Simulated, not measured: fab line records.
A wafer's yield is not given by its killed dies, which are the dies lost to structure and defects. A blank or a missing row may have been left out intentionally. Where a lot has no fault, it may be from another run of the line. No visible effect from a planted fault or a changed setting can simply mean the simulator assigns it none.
Which tool was responsible?	flow nandHarc	18 wafers from 6 lots sampled at 5 of the route's 1302 steps

## WHAT THE GAUGES READ, wafer by wafer
NHARC_END_SORT_01.
lot	measured	on	defectLimitedYield (%)
L236	day 30 19:38	prober-02	90.5 93.2 92.8

## WHICH TOOL RAN EACH LOT (tool, then ch and the chambers of the sampled wafers, then the start)
lot	NHARC_THIN_TSV_DEGAS_49	NHARC_THIN_TSV_ETCH_59	NHARC_THIN_TSV_ETCH_36	NHARC_THIN_TSV_ANNEAL_58
L231	pvdSputter-03, day 28 03:37	rieMetal-03 ch 0,1, day 28 07:05	rieMetal-03 ch 0,1, day 28 07:20	furnace-04 ch 0, day 28 10:09
L233	pvdSputter-03, day 29 00:31	rieMetal-01 ch 0, day 29 03:49	rieMetal-01 ch 0, day 29 04:17	furnace-08, day 29 09:38
L236	pvdSputter-01, day 30 06:13	rieMetal-03 ch 0,1, day 30 09:32	rieMetal-03 ch 0,1, day 30 09:45	furnace-08 ch 0, day 30 12:45
L238	pvdSputter-02, day 31 03:20	rieMetal-02 ch 0,1, day 31 06:45	rieMetal-02 ch 0,1, day 31 07:01	furnace-08 ch 0, day 31 11:29
L242	pvdSputter-01, day 32 14:19	rieMetal-01 ch 0, day 32 17:41	rieMetal-01 ch 0, day 32 18:06	furnace-02 ch 0, day 32 22:15
L244	pvdSputter-03, day 32 23:35	rieMetal-02 ch 1, day 33 03:09	rieMetal-02 ch 0,1, day 33 03:25	furnace-02 ch 0, day 33 06:32
- NHARC_THIN_TSV_DEGAS_49: time 120 s.
- NHARC_THIN_TSV_ETCH_59: etches the open film in Cl2/BCl3, target depth 880 nm, time 138.1 s.
- NHARC_THIN_TSV_ETCH_36: etches the open film in Cl2/BCl3, target depth 65 nm, time 18.571 s.
- NHARC_THIN_TSV_ANNEAL_58: time 1800 s.

## THE ANSWER, worked out from the rows above alone
Rule: what is usual is taken from the lots themselves. The widest of any qualifying gaps counts: lots, ordered by their means at a reading, are off when they make up no more than a third of the lots, leave a main group of 4 or more, and stand apart from it by 3 or more times the standard deviation of that group's means. If all means in a main group match to the digits the tables above print for the reading, that group is not used. A lot without any number at a reading at which 4 lots or more have one is off too. All remaining lots with rows at the step are treated as sound.
None of the lots is off at any reading shown; this tells nothing.

## WHAT WAS PUT IN BY THE SIMULATOR
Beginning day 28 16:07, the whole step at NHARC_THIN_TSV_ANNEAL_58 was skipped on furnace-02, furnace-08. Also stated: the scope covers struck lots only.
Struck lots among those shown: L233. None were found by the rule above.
